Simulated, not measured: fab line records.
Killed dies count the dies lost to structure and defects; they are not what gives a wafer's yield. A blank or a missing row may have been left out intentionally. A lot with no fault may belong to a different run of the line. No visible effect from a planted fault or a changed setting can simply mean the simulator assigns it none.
Lot-split experiment || flow n5Finfet || 27 wafers read across 7 lots, on a route 1938 steps long

THE SPLIT
At N5_BEOL_M3_ETCH_64 (etches SOC in N2/H2, target depth 75 nm, overetch 15 nm, time 112.5 s), the setting timeS was moved away from the recipe's 112.5 s on 6 of the 27 wafers read, by +53.6% to +55.6%. The other wafers ran this setting at the recipe's value.

FROM THE SPLIT TO THE READING: what the file shows between them, 7 steps
- N5_BEOL_M3_STRIP_65: strips in N2/H2
- N5_BEOL_M3_STRIP_75: strips in N2/H2
- N5_BEOL_M3_STRIP_66: strips in CF4
- N5_BEOL_M3_HM_OPEN_17: chemistry Cl2/BCl3, target TiN, target depth 20 nm, overetch 6 nm
- N5_BEOL_M3_STRIP_19: strips in O2
- N5_BEOL_M3_PRECLEAN_42: cleans in residue remover, time 60 s
- N5_BEOL_M3_SRD_43: time 30 s

THE READING
cdNm, in nm, at N5_BEOL_M3_CD_MEAS_35 (target cd 18 nm, target cd y 21 nm). A value of 17.9 nm with a standard deviation of 0.38 nm is what fault-free wafers of this fab line usually give.

{"wafer": "L074.1", "tool, chamber at the split": "rieDiel-04, 2", "timeS as run, s": 112.5, "against the recipe": "recipe", "cdNm, nm": 17.3, "against lot-mates on the recipe": "-"}
{"wafer": "L074.3", "tool, chamber at the split": "rieDiel-04, 1", "timeS as run, s": 112.5, "against the recipe": "recipe", "cdNm, nm": 18.1, "against lot-mates on the recipe": "-"}
{"wafer": "L074.5", "tool, chamber at the split": "rieDiel-04, 1", "timeS as run, s": 112.5, "against the recipe": "recipe", "cdNm, nm": 17.7, "against lot-mates on the recipe": "-"}
{"wafer": "L076.1", "tool, chamber at the split": "rieDiel-04, 0", "timeS as run, s": 112.5, "against the recipe": "recipe", "cdNm, nm": 17.6, "against lot-mates on the recipe": "-"}
{"wafer": "L076.3", "tool, chamber at the split": "rieDiel-04, 2", "timeS as run, s": 112.5, "against the recipe": "recipe", "cdNm, nm": 17.9, "against lot-mates on the recipe": "-"}
{"wafer": "L076.6", "tool, chamber at the split": "rieDiel-04, 1", "timeS as run, s": 112.5, "against the recipe": "recipe", "cdNm, nm": 17.9, "against lot-mates on the recipe": "-"}
{"wafer": "L075.2", "tool, chamber at the split": "rieDiel-04, 1", "timeS as run, s": 112.5, "against the recipe": "recipe", "cdNm, nm": 18.4, "against lot-mates on the recipe": "-"}
{"wafer": "L075.4", "tool, chamber at the split": "rieDiel-04, 2", "timeS as run, s": 112.5, "against the recipe": "recipe", "cdNm, nm": 17.7, "against lot-mates on the recipe": "-"}
{"wafer": "L075.6", "tool, chamber at the split": "rieDiel-04, 1", "timeS as run, s": 112.5, "against the recipe": "recipe", "cdNm, nm": 18.1, "against lot-mates on the recipe": "-"}
{"wafer": "L082.1", "tool, chamber at the split": "rieDiel-05, 3", "timeS as run, s": 112.5, "against the recipe": "recipe", "cdNm, nm": 17.6, "against lot-mates on the recipe": "-"}
{"wafer": "L082.2", "tool, chamber at the split": "rieDiel-05, 2", "timeS as run, s": 112.5, "against the recipe": "recipe", "cdNm, nm": 17.8, "against lot-mates on the recipe": "-"}
{"wafer": "L082.3", "tool, chamber at the split": "rieDiel-05, 1", "timeS as run, s": 112.5, "against the recipe": "recipe", "cdNm, nm": 17.6, "against lot-mates on the recipe": "-"}
{"wafer": "L087.1", "tool, chamber at the split": "rieDiel-04, 0", "timeS as run, s": 112.5, "against the recipe": "recipe", "cdNm, nm": 18.0, "against lot-mates on the recipe": "-"}
{"wafer": "L087.2", "tool, chamber at the split": "rieDiel-04, 3", "timeS as run, s": 172.8, "against the recipe": "+53.6%", "cdNm, nm": 19.4, "against lot-mates on the recipe": "+2.0"}
{"wafer": "L087.3", "tool, chamber at the split": "rieDiel-04, 1", "timeS as run, s": 172.8, "against the recipe": "+53.6%", "cdNm, nm": 19.2, "against lot-mates on the recipe": "+1.8"}
{"wafer": "L087.4", "tool, chamber at the split": "rieDiel-04, 2", "timeS as run, s": 112.5, "against the recipe": "recipe", "cdNm, nm": 16.9, "against lot-mates on the recipe": "-"}
{"wafer": "L087.5", "tool, chamber at the split": "rieDiel-04, 1", "timeS as run, s": 172.8, "against the recipe": "+53.6%", "cdNm, nm": 19.3, "against lot-mates on the recipe": "+1.9"}
{"wafer": "L087.6", "tool, chamber at the split": "rieDiel-04, 2", "timeS as run, s": 112.5, "against the recipe": "recipe", "cdNm, nm": 17.2, "against lot-mates on the recipe": "-"}
{"wafer": "L091.1", "tool, chamber at the split": "rieDiel-04, 2", "timeS as run, s": 175, "against the recipe": "+55.6%", "cdNm, nm": 19.1, "against lot-mates on the recipe": "+1.0"}
{"wafer": "L091.2", "tool, chamber at the split": "rieDiel-04, 0", "timeS as run, s": 175, "against the recipe": "+55.6%", "cdNm, nm": 19.7, "against lot-mates on the recipe": "+1.6"}
{"wafer": "L091.3", "tool, chamber at the split": "rieDiel-04, 3", "timeS as run, s": 112.5, "against the recipe": "recipe", "cdNm, nm": 18.5, "against lot-mates on the recipe": "-"}
{"wafer": "L091.4", "tool, chamber at the split": "rieDiel-04, 1", "timeS as run, s": 175, "against the recipe": "+55.6%", "cdNm, nm": 19.6, "against lot-mates on the recipe": "+1.5"}
{"wafer": "L091.5", "tool, chamber at the split": "rieDiel-04, 0", "timeS as run, s": 112.5, "against the recipe": "recipe", "cdNm, nm": 17.9, "against lot-mates on the recipe": "-"}
{"wafer": "L091.6", "tool, chamber at the split": "rieDiel-04, 1", "timeS as run, s": 112.5, "against the recipe": "recipe", "cdNm, nm": 18.0, "against lot-mates on the recipe": "-"}
{"wafer": "L093.2", "tool, chamber at the split": "rieDiel-05, 1", "timeS as run, s": 112.5, "against the recipe": "recipe", "cdNm, nm": 17.8, "against lot-mates on the recipe": "-"}
{"wafer": "L093.4", "tool, chamber at the split": "rieDiel-05, 2", "timeS as run, s": 112.5, "against the recipe": "recipe", "cdNm, nm": 18.9, "against lot-mates on the recipe": "-"}
{"wafer": "L093.5", "tool, chamber at the split": "rieDiel-05, 1", "timeS as run, s": 112.5, "against the recipe": "recipe", "cdNm, nm": 17.7, "against lot-mates on the recipe": "-"}

THE FIT
A straight line over all 27 wafers: cdNm changes by +0.0283 nm for each +1% of timeS; r = +0.85; the points scatter about the line by 0.41 nm.
The same after taking each lot's own level away (the mean of its wafers on the recipe; 27 wafers): +0.0298 nm for each +1%; r = +0.89; scatter 0.36 nm.
Per that fit: largest timeS move, reading shift of 1.7 nm.
From 17.37 to 18.13 nm: that is the span of the lots' own levels, equal to 2.0 times the standard deviation above.
The two slopes agree, so the slope changes little with the lot-to-lot level.
Check: for one of the wafers moved furthest among these (+55.6%), held out of the fit, the line's prediction against its lot-mates is +1.8 nm. It came out at +0.967 nm against them.

FURTHER SPLITS ON THESE WAFERS
These wafers also went through other splits before the reading. Each is held against what the fit with the lots' levels taken away leaves over:
{"other split on the same wafers": "N5_BEOL_M2_TRENCH_ETCH_37 timeS", "wafers away from the commonest value": 9, "r with cdNm (lot level and that fit taken away)": -0.04}

THE WHOLE CHAIN: every reading that the file lists as answering this split, in the file's order
{"step": "N5_BEOL_M3_ETCH_64", "what it does": "etches SOC in N2/H2, target depth 75 nm, overetch 15 nm, time 112.5 s", "reading": "etch.depthNm (the simulator's own value, which no gauge read)", "change (the file's fit)": "not straight: 35.34 at the lowest setting, 60.15 at the recipe, 59.9 at the highest", "r (the file's)": "not given"}
{"step": "N5_BEOL_M3_ETCH_64", "what it does": "etches SOC in N2/H2, target depth 75 nm, overetch 15 nm, time 112.5 s", "reading": "SiARC_of_BEOL_M3_COAT_62.thkNm (the simulator's own value, which no gauge read)", "change (the file's fit)": "-0.0508 nm for each +1% of the setting", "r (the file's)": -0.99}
{"step": "N5_BEOL_M3_ETCH_64", "what it does": "etches SOC in N2/H2, target depth 75 nm, overetch 15 nm, time 112.5 s", "reading": "BEOL_M3.cdOffsetNm (the simulator's own value, which no gauge read)", "change (the file's fit)": "+0.0235 nm for each +1% of the setting", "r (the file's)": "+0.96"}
{"step": "N5_BEOL_M3_HM_OPEN_17", "what it does": "chemistry Cl2/BCl3, target TiN, target depth 20 nm, overetch 6 nm", "reading": "BEOL_M3.cdOffsetNm (the simulator's own value, which no gauge read)", "change (the file's fit)": "+0.0227 nm for each +1% of the setting", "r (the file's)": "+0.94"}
{"step": "N5_BEOL_M3_CD_MEAS_35", "what it does": "target cd 18 nm, target cd y 21 nm", "reading": "cdNm", "change (the file's fit)": "+0.0298 nm for each +1% of the setting", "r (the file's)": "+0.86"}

FILE'S OWN FIT
cdNm changes by +0.0298 nm for each +1% of timeS, r = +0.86.
